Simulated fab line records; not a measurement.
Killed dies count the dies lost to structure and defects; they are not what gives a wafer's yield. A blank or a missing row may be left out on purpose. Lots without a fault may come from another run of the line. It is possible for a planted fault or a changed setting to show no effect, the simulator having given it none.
fab line records	flow n5Finfet
[record] lots = 10	wafers = 30	lastDay = 19
route steps=1938 shown BEOL_M4@1072 MIM_BOT_ETCH@1866 PASS1_CAP@1873 PAD_METAL@1896 PASSIVATION@1936
lots untouched by any fault: they come from a run of this same line in which no faults occurred
startH: hours from the record's opening day to when the first of the lot's shown wafers began	waitH: time in hours since the lot's previous step	" the same as in the row above	L1.1+2: one row covering several wafers at once	- no value present, or no start provided	* or withheld: withheld	< > ~ a bound
route shown NAME@n: NAME is a module with steps in the file, n the number in the route of the first one	usual: mean/standard deviation of fault-free wafers	same: alike in all rows	chamber/n: place in a boat	sites: each site's reading	_std_site: the values' standard deviation	_edge_site: the outer-site mean with the inner-site mean subtracted	radiusMm: how far each site lies from the wafer's centre	mask NAME#n: copy n	behind: the most recent tool/chamber to have shaped the wafer	hold: cause of the lot's hold/its duration in hours/its outcome	device: whichever transistor did not switch (one of n, p or np)	end of line: the same wafers' tests at the end of the route	a step given without rows: its recipe and nothing more	killed: dies that structure and defects cost at the first sort, which is not the same as the wafer's yield	map: dies across one wafer; x = killed, . = not, _ = none there
set.NAME: the setting that was run; set.NAME@STEP: the one run at that earlier step	model.NAME: the simulator's own value behind a step, which no gauge read
steps of the route over a sample of lots; a table a step, a row a wafer
services: when a tool's chamber went out of use (startH, in hours from the record's first day, below 0 if earlier), for how many hours, and the reason
[[steps]]
[step N5_BEOL_M4_STRIP_97]
[recipe] chemistry = N2/H2	timeS = 10	powerW = 450	tempC = 40	pressureMtorr = 20	rfFrequencyHz = 6e+07	biasPowerW = 7	n2FlowSccm = 200	h2FlowSccm = 200
[usual] drypumpMotorCurrentA = 5.8/0.5	h2FlowSccm = 200.0/0.62	oesProductAu = 0.79/0.11	rfVppV = 59.2/0.92	showerheadPlenumPTorr = 2.54/0.11	throttleValvePct = 23.6/0.45
lot.wafer	tool	chamber	startH	waitH	drypumpMotorCurrentA	h2FlowSccm	oesProductAu	rfHoursCounterH	rfVppV	showerheadPlenumPTorr	throttleValvePct
L659.2	rieDiel-02	1	215.83	-	5.5	200.7	0.71	223	59.9	2.52	24.1
L659.3	"	3	"	"	6.3	200.1	0.72	192	57.0	2.43	23.4
L659.4	"	3	"	"	6.3	200.4	0.71	-	58.7	2.43	23.4
L664.3	rieDiel-02	0	226.26	-	6.1	200.5	0.91	31	59.0	2.70	22.9
L664.4	"	0	"	"	6.1	201.1	0.91	-	59.8	2.70	22.9
L664.6	"	1	"	"	5.5	199.4	0.70	-	60.4	2.52	24.1
L666.2	rieDiel-02	1	248.20	-	5.5	198.8	0.70	237	59.4	2.51	24.1
L666.3	"	2	"	"	5.2	199.7	0.98	3	59.0	2.47	23.4
L666.5	"	1	"	"	5.5	199.5	0.69	-	59.1	2.51	24.1
L669.2	rieDiel-02	3	278.74	-	6.3	199.0	0.69	219	58.7	2.41	23.4
L669.4	"	0	"	"	6.1	199.8	0.87	52	59.9	2.69	23.0
L669.5	"	3	"	"	6.3	199.0	0.70	-	58.9	2.41	23.4
L672.3	rieDiel-02	0	286.55	-	6.1	199.6	0.86	56	60.0	2.69	23.0
L672.4	"	0	"	"	6.1	199.5	0.87	-	61.4	2.69	23.0
L672.5	"	2	"	"	5.2	201.1	0.92	-	59.5	2.47	23.4
L676.3	rieDiel-06	0	304.22	-	5.9	200.7	0.71	232	58.4	2.61	23.9
L676.4	"	0	"	"	5.9	199.8	0.70	-	58.5	2.61	23.9
L676.5	"	1	"	"	5.2	199.9	0.66	-	59.8	2.60	23.4
L678.3	rieDiel-03	0	312.87	-	4.9	199.7	0.86	49	59.6	2.48	23.2
L678.5	"	2	"	"	5.7	200.7	0.69	-	58.0	2.40	23.6
L678.6	"	1	"	"	5.9	198.8	0.74	-	59.6	2.62	24.4
L679.2	rieDiel-03	3	317.69	-	6.1	200.6	0.94	17	60.1	2.70	23.1
L679.3	"	0	"	"	4.9	200.6	0.86	51	58.5	2.48	23.2
L679.6	"	0	"	"	4.9	200.5	0.85	-	58.0	2.48	23.2
L677.1	rieDiel-06	0	318.18	-	5.9	200.3	0.70	238	60.1	2.61	23.9
L677.3	"	2	"	"	6.2	199.6	0.96	3	59.1	2.61	23.8
L677.6	"	1	"	"	5.2	199.8	0.67	-	60.1	2.60	23.4
L681.1	rieDiel-02	3	350.43	-	6.4	198.4	0.69	245	58.7	2.40	23.5
L681.2	"	1	"	"	5.5	199.4	0.92	20	58.9	2.50	24.0
L681.4	"	2	"	"	5.2	200.3	0.89	39	61.0	2.46	23.4
[step N5_MIM_BOT_ETCH_ETCH_04]
[recipe] chemistry = CF4/O2	target = SiNx	targetDepthA = 260	timeS = 13	ionEnergyEv = 100	pressureMtorr = 40	sourceW = 535	biasW = 49	Ar_flow_sccm = 100	cf4FlowSccm = 100	O2_flow_sccm = 10
[usual] O2_flow_sccm = 10.003/0.027	drypumpMotorCurrentA = 5.9/0.54	oesProductAu = 0.84/0.078	rfVppV = 241/3.9	showerheadPlenumPTorr = 2.22/0.074	throttleValvePct = 15.82/0.27
lot.wafer	tool	chamber	startH	waitH	O2_flow_sccm	drypumpMotorCurrentA	oesProductAu	rfHoursCounterH	rfVppV	showerheadPlenumPTorr	throttleValvePct
L659.2	rieDiel-06	3	331.57	0.0	10.019	6.8	0.91	16	245	2.27	15.67
L659.3	"	0	"	"	10.002	5.9	0.69	241	251	2.25	16.23
L659.4	"	1	"	"	10.060	5.2	0.67	249	236	2.26	16.18
L664.3	rieDiel-03	3	335.33	0.0	9.998	6.1	0.94	21	245	2.33	15.54
L664.4	"	0	"	"	10.022	4.9	0.87	55	238	2.16	15.76
L664.6	"	3	"	"	9.975	6.1	0.94	-	244	2.33	15.58
L666.2	rieDiel-02	0	351.08	0.0	9.989	6.1	0.85	79	243	2.32	15.50
L666.3	"	3	"	"	9.983	6.3	0.68	245	235	2.09	15.90
L666.5	"	2	"	"	9.999	5.2	0.90	-	241	2.17	15.79
L669.2	rieDiel-03	2	379.42	0.0	10.022	5.6	0.68	245	232	2.09	16.11
L669.4	"	1	"	"	10.013	5.9	0.73	233	239	2.27	16.57
L669.5	"	1	"	"	10.019	5.9	0.74	-	238	2.27	16.58
L672.3	rieDiel-03	2	381.11	0.0	10.031	5.6	0.68	246	232	2.09	16.14
L672.4	"	0	"	"	10.047	4.9	0.84	71	240	2.16	15.79
L672.5	"	2	"	"	10.011	5.6	0.67	-	233	2.09	16.14
L679.2	rieDiel-02	0	401.36	0.0	9.994	6.1	0.82	98	244	2.31	15.52
L679.3	"	3	"	"	10.002	6.4	0.95	5	242	2.34	15.43
L679.6	"	0	"	"	10.028	6.1	0.82	-	244	2.31	15.50
L676.3	rieDiel-06	2	403.35	0.0	9.970	6.2	0.87	41	243	2.23	15.72
L676.4	"	3	"	"	10.021	6.8	0.86	-	242	2.25	15.75
L676.5	"	2	"	"	9.989	6.2	0.87	-	245	2.23	15.71
L677.1	rieDiel-02	0	417.70	0.0	9.998	6.1	0.81	104	245	2.31	15.53
L677.3	"	3	"	"	10.013	6.4	0.92	11	239	2.34	15.47
L677.6	"	1	"	"	9.933	5.5	0.85	-	238	2.15	16.05
L678.3	rieDiel-06	1	421.70	0.0	9.991	5.2	0.92	22	236	2.25	15.78
L678.5	"	1	"	"	9.998	5.2	0.91	-	235	2.25	15.79
L678.6	"	3	"	"	10.032	6.8	0.85	-	243	2.25	15.77
L681.1	rieDiel-02	2	452.02	0.0	9.978	5.2	0.84	77	240	2.16	15.86
L681.2	"	3	"	"	9.994	6.4	0.89	25	241	2.34	15.50
L681.4	"	1	"	"	10.017	5.5	0.83	56	237	2.14	16.07
[step N5_PASSIVATION_PECVD_55]
[recipe] material = SiO2	targetThkA = 4000	tempC = 400	precursor = SiH4/N2O	pressureTorr = 2.7	rfW = 608	timeS = 22.5
[usual] heaterPowerW = 673/94	showerheadPlenumPTorr = 8.12/0.14	throttleValvePct = 51.2/2.3
lot.wafer	tool	chamber	startH	waitH	heaterPowerW	showerheadPlenumPTorr	throttleValvePct
L659.2	pecvd-01	1	332.39	0.0	584	7.93	48.7
L659.3	"	2	"	"	627	8.04	50.3
L659.4	"	0	"	"	651	8.15	54.8
L664.3	pecvd-02	2	336.36	0.0	836	7.90	52.8
L664.4	"	2	"	"	683	7.87	52.6
L664.6	"	1	"	"	687	8.29	51.2
L666.2	pecvd-02	0	351.90	0.0	752	8.24	53.7
L666.3	"	1	"	"	708	8.30	51.4
L666.5	"	1	"	"	734	8.30	51.2
L669.2	pecvd-01	1	380.39	0.0	612	7.92	48.6
L669.4	"	0	"	"	654	8.17	54.9
L669.5	"	2	"	"	495	8.04	50.5
L672.3	pecvd-01	1	381.93	0.0	720	7.93	48.6
L672.4	"	0	"	"	729	8.18	55.0
L672.5	"	2	"	"	579	8.03	50.6
L679.2	pecvd-02	2	402.22	0.0	792	7.90	53.2
L679.3	"	2	"	"	802	7.91	53.0
L679.6	"	2	"	"	818	7.89	52.9
L676.3	pecvd-01	0	404.17	0.0	648	8.19	55.0
L676.4	"	0	"	"	669	8.18	55.2
L676.5	"	1	"	"	681	7.94	48.6
L677.1	pecvd-04	1	418.52	0.0	588	8.25	49.2
L677.3	"	0	"	"	539	8.16	48.2
L677.6	"	1	"	"	612	8.23	49.2
L678.3	pecvd-04	2	422.59	0.0	571	8.10	48.9
L678.5	"	2	"	"	585	8.13	48.9
L678.6	"	0	"	"	468	8.17	48.3
L681.1	pecvd-01	0	452.84	0.0	681	8.18	55.4
L681.2	"	1	"	"	703	7.93	48.4
L681.4	"	2	"	"	629	8.06	51.0
[step N5_PASSIVATION_AL_DEP_21]
[recipe] material = Al	targetThkA = 28000	tempC = 400	timeS = 170	powerW = 30000	chamberPressurePa = 0.4	gas = Ar
[usual] throttleValvePct = 29.7/0.94
lot.wafer	tool	chamber	startH	waitH	throttleValvePct
L659.2	pvdSputter-03	-	337.82	0.1	29.9
L659.3	"	-	"	"	31.4
L659.4	"	-	"	"	29.2
L664.3	pvdSputter-01	-	339.49	0.1	30.1
L664.4	"	-	"	"	28.6
L664.6	"	-	"	"	31.2
L666.2	pvdSputter-03	-	354.16	0.1	30.0
L666.3	"	-	"	"	29.9
L666.5	"	-	"	"	31.4
L672.3	pvdSputter-01	-	384.12	0.1	28.6
L672.4	"	-	"	"	28.7
L672.5	"	-	"	"	31.4
L669.2	pvdSputter-03	-	384.44	0.1	29.2
L669.4	"	-	"	"	29.8
L669.5	"	-	"	"	31.4
L679.2	pvdSputter-02	-	408.49	0.1	29.3
L679.3	"	-	"	"	28.6
L679.6	"	-	"	"	29.6
L676.3	pvdSputter-01	-	408.71	0.1	31.6
L676.4	"	-	"	"	28.5
L676.5	"	-	"	"	31.6
L677.1	pvdSputter-03	-	420.21	0.1	29.4
L677.3	"	-	"	"	29.9
L677.6	"	-	"	"	29.3
L678.3	pvdSputter-01	-	424.59	0.1	28.4
L678.5	"	-	"	"	30.0
L678.6	"	-	"	"	28.6
L681.1	pvdSputter-01	-	457.93	0.1	31.2
L681.2	"	-	"	"	30.1
L681.4	"	-	"	"	28.4
[step N5_PASSIVATION_PROBE_49]
[usual] defectLimitedYield = 91.4/1.2	killed_at_M0_to_M3 = 35/11	killed_at_M4_up = 14/6	killedAtContacts = 12/6.7	killedAtFrontEnd = 37/9.7	killedAtOther = 3.5/2.5	killedDies = 102/15	killedOnRim = 13/3.6	killedOpen = 67/12	killedShort = 33/7.3	sort_bin_5_function = 5.1/0.81	sort_bin_6_memory = 3.2/0.65	sort_bin_8_speed = 0.00/0.021	sortNPass = 1078/15	sortYieldPct = 91.4/1.2
[same] grossDies = 1180	killedAtBackSide = 0	sort_bin_4_leakage[%] = 0
lot.wafer	tool	chamber	startH	waitH	defectLimitedYield[%]	killed_at_M0_to_M3	killed_at_M4_up	killedAtContacts	killedAtFrontEnd	killedAtOther	killedDies	killedOnRim	killedOpen	killedShort	sort_bin_5_function[%]	sort_bin_6_memory[%]	sort_bin_8_speed[%]	sortNPass	sortYieldPct[%]
L666.2	prober-01	-	359.78	0.1	90.2	46	13	15	38	4	116	11	75	40	6.1	3.1	0	1064	90.2
L666.3	prober-01	-	359.83	0.1	91.4	35	13	15	38	1	102	9	60	42	5.5	2.5	0	1078	91.4
L666.5	prober-01	-	359.93	0.2	93.5	23	10	2	35	7	77	9	49	28	3.9	2.5	0	1103	93.5
L672.3	prober-02	-	389.74	0.1	84.4	30	124	6	22	2	184	24	62	15	9.9	3.7	0	996	84.4
L672.4	prober-02	-	389.79	0.2	83.8	32	122	3	31	3	191	25	47	36	10.3	4.0	0	989	83.8
L672.5	prober-02	-	389.84	0.2	83.6	30	131	5	24	3	193	13	55	26	10.4	3.2	0	987	83.6
L669.2	prober-02	-	390.24	0.1	86.6	33	75	10	35	5	158	28	61	29	8.0	3.6	0	1022	86.6
L669.4	prober-02	-	390.34	0.2	83.4	36	113	5	37	5	196	27	55	42	10.1	4.1	0	984	83.4
L669.5	prober-02	-	390.39	0.2	84.7	28	83	27	42	1	181	31	77	30	9.6	4.0	0	999	84.7
// killed by level:class
L666.2 MOL_CONTACT_COAG:geometricParticle:open=14 FIN_SAQP:geometricParticle:open=11 BEOL_M0_SAQP:geometricParticle:short=11 BEOL_M0_SAQP:geometricParticle:open=10 FIN_SAQP:geometricParticle:short=8 BEOL_M1:geometricParticle:short=7 BEOL_M4:geometricParticle:open=7 BEOL_M1:geometricParticle:open=6
L666.3 MOL_CONTACT_COAG:geometricParticle:open=11 FIN_SAQP:geometricParticle:short=9 BEOL_M0_SAQP:geometricParticle:short=8 DUMMY_GATE:geometricParticle:open=7 BEOL_M1:geometricParticle:open=7 GATE_CUT:geometricParticle:short=6 BEOL_M2:geometricParticle:open=6 GATE_CUT:geometricParticle:open=5
L666.5 FIN_SAQP:geometricParticle:open=11 GATE_CUT:geometricParticle:short=9 BEOL_M2:geometricParticle:open=6 BEOL_M0_SAQP:geometricParticle:open=5 STI_FIN_REVEAL:geometricParticle:open=3 DUMMY_GATE:geometricParticle:open=3 BEOL_M1:geometricParticle:open=3 BEOL_M4:geometricParticle:open=3
L672.3 BEOL_M4:unspecified=106 BEOL_M4:geometricParticle:open=13 BEOL_M1:geometricParticle:open=10 MOL_CONTACT_COAG:geometricParticle:open=6 FIN_SAQP:geometricParticle:open=5 BEOL_M0:geometricParticle:open=5 DUMMY_GATE:geometricParticle:open=4 BEOL_M3:geometricParticle:open=4
L672.4 BEOL_M4:unspecified=106 BEOL_M0_SAQP:geometricParticle:short=8 FIN_SAQP:geometricParticle:short=6 BEOL_M4:geometricParticle:open=6 BEOL_M0_SAQP:geometricParticle:open=5 BEOL_M1:geometricParticle:short=5 BEOL_M1:geometricParticle:open=5 STARTING-WAFER:geometricParticle:open=4
L672.5 BEOL_M4:unspecified=112 BEOL_M0:geometricParticle:open=9 FIN_SAQP:geometricParticle:open=7 BEOL_M4:geometricParticle:open=6 BEOL_M1:geometricParticle:open=5 MOL_CONTACT_COAG:geometricParticle:open=4 BEOL_M0_SAQP:geometricParticle:open=4 BEOL_M2:geometricParticle:open=4
L669.2 BEOL_M4:unspecified=68 BEOL_M3:geometricParticle:open=12 MOL_CONTACT_COAG:geometricParticle:open=9 FIN_SAQP:geometricParticle:short=8 STI_FIN_REVEAL:geometricParticle:open=7 FIN_SAQP:geometricParticle:open=6 BEOL_M1:geometricParticle:open=6 DUMMY_GATE:geometricParticle:open=3
L669.4 BEOL_M4:unspecified=99 BEOL_M0_SAQP:geometricParticle:short=12 BEOL_M3:geometricParticle:open=10 FIN_SAQP:geometricParticle:short=6 GATE_CUT:geometricParticle:open=6 BEOL_M0_SAQP:geometricParticle:open=6 FIN_SAQP:geometricParticle:open=4 STI_FIN_REVEAL:geometricParticle:open=4
L669.5 BEOL_M4:unspecified=73 MOL_CONTACT_COAG:geometricParticle:open=25 FIN_SAQP:geometricParticle:open=9 FIN_SAQP:geometricParticle:short=9 GATE_CUT:geometricParticle:short=6 BEOL_M3:geometricParticle:open=6 STI_FIN_REVEAL:geometricParticle:open=5 BEOL_M0_SAQP:geometricParticle:short=5
[[services]]
tool	chamber	startH	hours	kind
rieDiel-06	2	204.99	5.7	repair
rieDiel-02	0	209.63	4.7	repair
rieDiel-02	2	215.22	8.0	repair
rieDiel-02	2	223.32	-	clean
rieDiel-02	2	223.32	-	consumableReplace:focusRing
rieDiel-02	2	223.32	17.2	scheduledDown
rieDiel-02	2	223.32	17.2	ventCycle
rieDiel-03	2	232.24	9.5	repair
rieDiel-06	-	234.94	0.5	repair
pecvd-01	-	236.93	14.6	pm
pecvd-02	0	241.45	3.9	repair
rieDiel-03	3	245.80	5.4	repair
pecvd-01	-	266.95	2.8	pm
pecvd-01	1	278.52	4.2	repair
pecvd-01	2	284.94	19.7	repair
pecvd-04	-	296.71	4.4	repair
rieDiel-02	-	336.28	0.6	repair
pecvd-02	0	355.07	39.7	repair
rieDiel-06	-	367.66	0.3	repair
pvdSputter-01	-	376.86	2.8	repair
rieDiel-06	0	391.80	48.8	repair
rieDiel-06	1	404.37	14.4	repair
pvdSputter-03	-	434.03	2.5	repair
rieDiel-03	3	451.02	2.2	repair
[[key]]
[firstSign] step = N5_PASSIVATION_PROBE_49	reading = killed_at_M4_up	direction = up	sigmas = 16	usual = 14	struck = 108
[effect] step = N5_PASSIVATION_PROBE_49	reading = killedDies	direction = up	sigmas = 5.6	usual = 102	struck = 184
[moreKillsBornAt] N5_BEOL_M4_STRIP_97@rieDiel-02 = 564
metAt N5_BEOL_M4_STRIP_97
struckLots L669,L672
notActingAt N5_MIM_BOT_ETCH_ETCH_04,N5_PASSIVATION_PECVD_55,N5_PASSIVATION_AL_DEP_21
onsetBetween 248.20 278.74
[fault] kind = chamberParticleSource	tool = rieDiel-02	chamber = -	onsetH = 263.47	steps = N5_BEOL_M4_STRIP_97	ratePerVisitCm2 = 0.86832	endH = 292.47
